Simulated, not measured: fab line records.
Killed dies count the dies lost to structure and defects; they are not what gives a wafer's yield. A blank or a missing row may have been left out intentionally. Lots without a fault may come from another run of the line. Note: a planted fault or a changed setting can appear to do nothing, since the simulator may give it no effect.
The tool behind it: which one?	flow nand_harc	72 wafers from 24 lots sampled at 6 of the route's 1302 steps

## WHAT THE GAUGES SHOWED, per wafer
No reading from a measuring or inspecting step in the record can be judged against a usual standard deviation.

## EACH LOT AND THE TOOL THAT RAN IT (in order: tool; ch and the chambers of the sampled wafers; start)
lot	NHARC_A_CONTACT_ETCH_97	NHARC_A_CONTACT_ETCH_106	NHARC_A_CONTACT_ETCH_30	NHARC_A_CONTACT_ETCH_134	NHARC_A_CONTACT_ETCH_139	NHARC_A_M0_PRE_CLEAN_29
L075	rie_diel-02 ch 2,3, day 22 03:49	rie_diel-02 ch 0,2,3, day 22 04:14	rie_diel-02 ch 0,2,3, day 22 09:19 or earlier	har_cap_etch-03 ch 0,1, day 22 09:19	har_cap_etch-03 ch 0,1, day 22 10:36	pvd_sputter-03, no start
L074	rie_diel-02 ch 0,2,3, day 22 13:58	rie_diel-02 ch 0,2,3, day 22 14:33	rie_diel-09 ch 0,2,3, day 22 19:22 or earlier	har_cap_etch-01 ch 0,1, day 22 19:22	har_cap_etch-01 ch 0,1, day 22 20:40	pvd_sputter-02, no start
L077	rie_diel-02 ch 2,3, day 22 20:35	rie_diel-02 ch 0,2,3, day 22 21:04	rie_diel-02 ch 1,2, day 23 01:59 or earlier	har_cap_etch-02 ch 0,1, day 23 01:59	har_cap_etch-02 ch 0,1, day 23 03:16	pvd_sputter-02, no start
L076	rie_diel-09 ch 0,2,3, day 22 21:37 or earlier	rie_diel-02 ch 0,2, day 22 21:37	rie_diel-09 ch 0,1,2, day 23 02:24 or earlier	har_cap_etch-01 ch 0,1, day 23 02:24	har_cap_etch-01 ch 0,1, day 23 04:06	pvd_sputter-02, no start
L079	rie_diel-02 ch 0,2, day 23 12:38 or earlier	rie_diel-02 ch 1,2,3, day 23 12:38	rie_diel-02 ch 1,3, day 23 16:56 or earlier	har_cap_etch-01 ch 0,1, day 23 16:56	har_cap_etch-01 ch 0,1, day 23 18:13	pvd_sputter-02, no start
L078	rie_diel-09 ch 0,2,3, day 24 02:49 or earlier	rie_diel-02 ch 2,3, day 24 02:49	rie_diel-02 ch 0,1,2, day 24 10:43 or earlier	har_cap_etch-03 ch 0,1, day 24 10:43	har_cap_etch-03 ch 0,1, day 24 12:00	pvd_sputter-03, no start
L081	rie_diel-13 ch 0,1,2, day 24 21:13 or earlier	rie_diel-13 ch 1,2,3, day 24 21:13	rie_diel-09 ch 0,2,3, day 25 01:41 or earlier	har_cap_etch-01 ch 0,1, day 25 01:41	har_cap_etch-01 ch 0,1, day 25 02:58	pvd_sputter-03, no start
L082	rie_diel-02 ch 1,2,3, day 25 05:55 or earlier	rie_diel-02 ch 0,1,3, day 25 05:55	rie_diel-09 ch 1,2, day 25 12:31 or earlier	har_cap_etch-03 ch 0,1, day 25 12:31	har_cap_etch-03 ch 0,1, day 25 13:50	pvd_sputter-03, no start
L083	rie_diel-02 ch 0,1,2, day 25 20:04 or earlier	rie_diel-02 ch 0,2,3, day 25 20:04	rie_diel-09 ch 0,1, day 26 00:43 or earlier	har_cap_etch-03 ch 0,1, day 26 00:43	har_cap_etch-03 ch 0,1, day 26 02:01	pvd_sputter-03, no start
L084	rie_diel-09 ch 0,2,3, day 26 09:56 or earlier	rie_diel-09 ch 0,1,2, day 26 09:56	rie_diel-02 ch 1,2, day 26 17:39 or earlier	har_cap_etch-01 ch 0,1, day 26 17:39	har_cap_etch-01 ch 0,1, day 26 18:57	pvd_sputter-03, no start
L086	rie_diel-02 ch 0,3, day 26 12:27 or earlier	rie_diel-09 ch 1,2,3, day 26 12:27	rie_diel-09 ch 1,3, day 26 19:31 or earlier	har_cap_etch-03 ch 0,1, day 26 19:31	har_cap_etch-03 ch 0,1, day 26 20:49	pvd_sputter-03, no start
L085	rie_diel-09 ch 1,2,3, day 26 18:27 or earlier	rie_diel-02 ch 0,1,2, day 26 18:27	rie_diel-13 ch 0,1,3, day 27 02:38 or earlier	har_cap_etch-02 ch 0,1, day 27 02:38	har_cap_etch-02 ch 0,1, day 27 03:55	pvd_sputter-01, no start
L080	rie_diel-02 ch 1,2,3, day 27 13:21 or earlier	rie_diel-09 ch 0,1,3, day 27 13:21	rie_diel-02 ch 1,2,3, day 27 17:40 or earlier	har_cap_etch-01 ch 0,1, day 27 17:40	har_cap_etch-01 ch 0,1, day 27 18:56	pvd_sputter-03, no start
L088	rie_diel-09 ch 1,3, day 27 14:42 or earlier	rie_diel-09 ch 0,1,2, day 27 14:42	rie_diel-02 ch 0,2, day 27 19:07 or earlier	har_cap_etch-03 ch 0,1, day 27 19:07	har_cap_etch-03 ch 0,1, day 27 20:25	pvd_sputter-02, no start
L089	rie_diel-02 ch 0,1,3, day 27 15:49 or earlier	rie_diel-09 ch 0,2,3, day 27 15:49	rie_diel-02 ch 1,2,3, day 27 20:29 or earlier	har_cap_etch-02 ch 0,1, day 27 20:29	har_cap_etch-02 ch 0,1, day 27 21:47	pvd_sputter-03, no start
L087	rie_diel-13 ch 0,1,3, day 28 11:16 or earlier	rie_diel-09 ch 2,3, day 28 11:16	rie_diel-02 ch 1,3, day 28 15:42 or earlier	har_cap_etch-01 ch 0,1, day 28 15:42	har_cap_etch-01 ch 0,1, day 28 16:59	pvd_sputter-01, no start
L090	rie_diel-02 ch 1,2, day 28 21:17 or earlier	rie_diel-09 ch 0,1,3, day 28 21:17	rie_diel-13 ch 1,2,3, day 29 04:26 or earlier	har_cap_etch-01 ch 0,1, day 29 04:26	har_cap_etch-01 ch 0,1, day 29 05:44	pvd_sputter-02, no start
L091	rie_diel-02 ch 1,2, day 29 16:21 or earlier	rie_diel-02 ch 0,3, day 29 16:21	rie_diel-02 ch 2,3, day 29 22:50 or earlier	har_cap_etch-01 ch 0,1, day 29 22:50	har_cap_etch-01 ch 0,1, day 30 00:08	pvd_sputter-02, no start
L092	rie_diel-02 ch 2,3, day 30 03:41 or earlier	rie_diel-02 ch 0,3, day 30 03:41	rie_diel-02 ch 0,2,3, day 30 10:56 or earlier	har_cap_etch-02 ch 0,1, day 30 10:56	har_cap_etch-02 ch 0,1, day 30 12:15	pvd_sputter-03, no start
L093	rie_diel-02 ch 0,1, day 30 08:22 or earlier	rie_diel-02 ch 0,2, day 30 08:22	rie_diel-13 ch 1,2, day 30 15:37 or earlier	har_cap_etch-03 ch 0,1, day 30 15:37	har_cap_etch-03 ch 0,1, day 30 16:54	pvd_sputter-02, no start
L094	rie_diel-02 ch 0,3, day 30 09:53 or earlier	rie_diel-09 ch 1,3, day 30 09:53	rie_diel-02 ch 1,2,3, day 30 17:19 or earlier	har_cap_etch-01 ch 0, day 30 17:19	har_cap_etch-01 ch 0, day 30 18:37	pvd_sputter-03, no start
L095	rie_diel-09 ch 1,2,3, day 30 17:58 or earlier	rie_diel-09 ch 0,1,3, day 30 17:58	rie_diel-09 ch 1,2, day 31 01:10 or earlier	har_cap_etch-01 ch 0,1, day 31 01:10	har_cap_etch-01 ch 0,1, day 31 02:26	pvd_sputter-01, no start
L097	rie_diel-02 ch 0,1,3, day 30 23:55 or earlier	rie_diel-02 ch 1,2,3, day 30 23:55	rie_diel-13 ch 1,2,3, day 31 04:29 or earlier	har_cap_etch-03 ch 0,1, day 31 04:29	har_cap_etch-03 ch 0,1, day 31 05:47	pvd_sputter-03, no start
L096	rie_diel-02 ch 0,1, day 31 00:22 or earlier	rie_diel-02 ch 1,2,3, day 31 00:22	rie_diel-09 ch 0,1,2, day 31 05:02 or earlier	har_cap_etch-02 ch 0,1, day 31 05:02	har_cap_etch-02 ch 0,1, day 31 06:22	pvd_sputter-02, no start
- NHARC_A_CONTACT_ETCH_97: etches the open film in C4F6/O2, target depth 20 nm, time 10 s.
- NHARC_A_CONTACT_ETCH_106: etches the open film in CF4/O2, target depth 90 nm, overetch 9 nm, time 49.5 s.
- NHARC_A_CONTACT_ETCH_30: etches the open film in CF4/CHF3, target depth 72.6 nm, time 36.3 s.
- NHARC_A_CONTACT_ETCH_134: etches the open film in C4F8/O2/Ar, time 140 s, target depth 700 nm.
- NHARC_A_CONTACT_ETCH_139: etches the open film in C4F8/O2/Ar, time 195 s, target depth 840 nm.
- NHARC_A_M0_PRE_CLEAN_29: time 30 s.

## WHAT THE TOOLS THEMSELVES READ (means of the sampled wafers that have a number; where no wafer has one, the mark that the record gives instead)
NHARC_A_CONTACT_ETCH_97.
lot	tool	drypump_motor_current_A (A)	oes_product_au (a.u.)	rf_vpp_V (V)	showerhead_plenum_p_Torr (Torr)	throttle_valve_pct (%)
L075	rie_diel-02	6.6	0.926	544	3.76	26.903
L074	rie_diel-02	6.4	0.939	545	3.90	26.900
L077	rie_diel-02	6.6	0.952	544	3.76	26.899
L076	rie_diel-09	5.3	0.959	549	4.07	26.908
L079	rie_diel-02	6.4	0.946	548	3.97	26.893
L078	rie_diel-09	5.3	0.935	550	4.07	26.908
L081	rie_diel-13	6.0	1.012	549	4.02	26.904
L082	rie_diel-02	6.6	0.990	545	3.82	26.906
L083	rie_diel-02	6.4	0.958	548	3.96	26.901
L084	rie_diel-09	5.3	0.946	549	4.06	26.900
L086	rie_diel-02	6.5	0.934	546	3.82	26.897
L085	rie_diel-09	5.5	0.942	549	3.96	26.905
L080	rie_diel-02	6.6	0.935	544	3.81	26.901
L088	rie_diel-09	5.5	0.951	545	3.83	26.911
L089	rie_diel-02	6.4	0.942	546	3.88	26.905
L087	rie_diel-13	6.1	0.955	549	4.06	26.907
L090	rie_diel-02	6.5	0.948	546	3.88	26.902
L091	rie_diel-02	6.5	0.933	546	3.88	26.900
L092	rie_diel-02	6.6	0.936	543	3.74	26.896
L093	rie_diel-02	6.3	0.925	549	4.02	26.913
L094	rie_diel-02	6.3	0.948	548	3.95	26.899
L095	rie_diel-09	5.5	0.930	547	3.94	26.903
L097	rie_diel-02	6.5	0.989	546	3.87	26.904
L096	rie_diel-02	6.3	0.954	548	4.01	26.910

NHARC_A_CONTACT_ETCH_106.
lot	tool	drypump_motor_current_A (A)	oes_product_au (a.u.)	rf_vpp_V (V)	showerhead_plenum_p_Torr (Torr)	throttle_valve_pct (%)
L075	rie_diel-02	6.4	0.993	197.7	1.33	13.399
L074	rie_diel-02	6.4	0.983	197.2	1.33	13.396
L077	rie_diel-02	6.4	0.994	197.1	1.33	13.406
L076	rie_diel-02	6.2	0.992	197.8	1.38	13.398
L079	rie_diel-02	6.5	0.991	197.4	1.30	13.399
L078	rie_diel-02	6.5	1.003	198.0	1.30	13.401
L081	rie_diel-13	5.9	0.998	199.1	1.39	13.395
L082	rie_diel-02	6.4	0.995	197.6	1.32	13.393
L083	rie_diel-02	6.4	0.993	198.3	1.33	13.398
L084	rie_diel-09	5.6	1.002	198.9	1.39	13.404
L086	rie_diel-09	5.5	0.992	197.9	1.35	13.396
L085	rie_diel-02	6.4	0.991	197.7	1.35	13.392
L080	rie_diel-09	5.6	0.981	197.4	1.34	13.404
L088	rie_diel-09	5.6	0.996	198.3	1.39	13.404
L089	rie_diel-09	5.3	0.991	198.9	1.38	13.398
L087	rie_diel-09	5.1	1.000	198.3	1.39	13.393
L090	rie_diel-09	5.7	1.000	197.9	1.34	13.404
L091	rie_diel-02	6.3	0.985	198.1	1.35	13.400
L092	rie_diel-02	6.5	0.983	196.0	1.29	13.393
L093	rie_diel-02	6.2	0.987	198.6	1.37	13.400
L094	rie_diel-09	5.8	0.994	196.4	1.30	13.397
L095	rie_diel-09	5.7	0.987	198.2	1.33	13.393
L097	rie_diel-02	6.5	0.991	197.5	1.29	13.390
L096	rie_diel-02	6.5	0.997	196.2	1.29	13.383

NHARC_A_CONTACT_ETCH_30.
lot	tool	drypump_motor_current_A (A)	oes_product_au (a.u.)	rf_vpp_V (V)	showerhead_plenum_p_Torr (Torr)	throttle_valve_pct (%)
L075	rie_diel-02	6.4	0.918	369.4	1.56	16.802
L074	rie_diel-09	5.3	0.953	372.5	1.64	16.795
L077	rie_diel-02	6.5	0.926	370.4	1.56	16.802
L076	rie_diel-09	5.6	0.936	372.4	1.64	16.799
L079	rie_diel-02	6.6	0.926	368.1	1.50	16.797
L078	rie_diel-02	6.4	0.916	371.3	1.59	16.808
L081	rie_diel-09	5.3	0.914	372.0	1.63	16.808
L082	rie_diel-09	5.4	0.926	373.1	1.64	16.803
L083	rie_diel-09	6.0	0.930	371.1	1.58	16.815
L084	rie_diel-02	6.6	0.917	370.0	1.55	16.802
L086	rie_diel-09	5.8	0.937	369.8	1.54	16.802
L085	rie_diel-13	6.1	0.936	371.3	1.63	16.806
L080	rie_diel-02	6.6	0.962	369.6	1.53	16.799
L088	rie_diel-02	6.3	0.929	371.2	1.59	16.799
L089	rie_diel-02	6.5	0.962	368.4	1.53	16.796
L087	rie_diel-02	6.6	0.921	368.3	1.52	16.796
L090	rie_diel-13	5.9	0.968	372.6	1.62	16.799
L091	rie_diel-02	6.5	0.923	369.5	1.53	16.795
L092	rie_diel-02	6.4	0.920	370.2	1.56	16.798
L093	rie_diel-13	6.1	0.937	371.8	1.60	16.799
L094	rie_diel-02	6.5	0.958	369.9	1.53	16.793
L095	rie_diel-09	5.4	0.920	372.7	1.63	16.799
L097	rie_diel-13	5.9	0.930	371.8	1.62	16.803
L096	rie_diel-09	5.6	0.941	372.8	1.62	16.808

NHARC_A_M0_PRE_CLEAN_29.
lot	tool	heater_power_w (W)
L075	pvd_sputter-03	427
L074	pvd_sputter-02	440
L077	pvd_sputter-02	458
L076	pvd_sputter-02	401
L079	pvd_sputter-02	452
L078	pvd_sputter-03	430
L081	pvd_sputter-03	394
L082	pvd_sputter-03	424
L083	pvd_sputter-03	429
L084	pvd_sputter-03	385
L086	pvd_sputter-03	413
L085	pvd_sputter-01	404
L080	pvd_sputter-03	421
L088	pvd_sputter-02	381
L089	pvd_sputter-03	418
L087	pvd_sputter-01	411
L090	pvd_sputter-02	502
L091	pvd_sputter-02	433
L092	pvd_sputter-03	433
L093	pvd_sputter-02	442
L094	pvd_sputter-03	422
L095	pvd_sputter-01	406
L097	pvd_sputter-03	395
L096	pvd_sputter-02	430

## THE ANSWER, worked out from the rows above alone
Rule: the usual values come from the lots themselves. Put in order of their means at a reading, lots are off if they are a third of the lots or fewer, leave a main group of 4 or more, and stand apart from it by a gap of 3 or more times the standard deviation of the main group's means; of several such gaps the widest counts. A main group is skipped when, at the precision printed for the reading in the tables above, its means are all equal. Also off: a lot with no number at a reading for which 4 or more lots have one. The other lots that the step has rows for count as sound. The gauges are gone through in route order, then the tools' own readings, and for those a lot's mean is taken as printed above. At the first step where some lot is off, the reading lying furthest off is the one used; lots without a number count as furthest.
Nothing can be told from this: no lot is off at any reading shown.

## WHAT WAS PUT IN BY THE SIMULATOR
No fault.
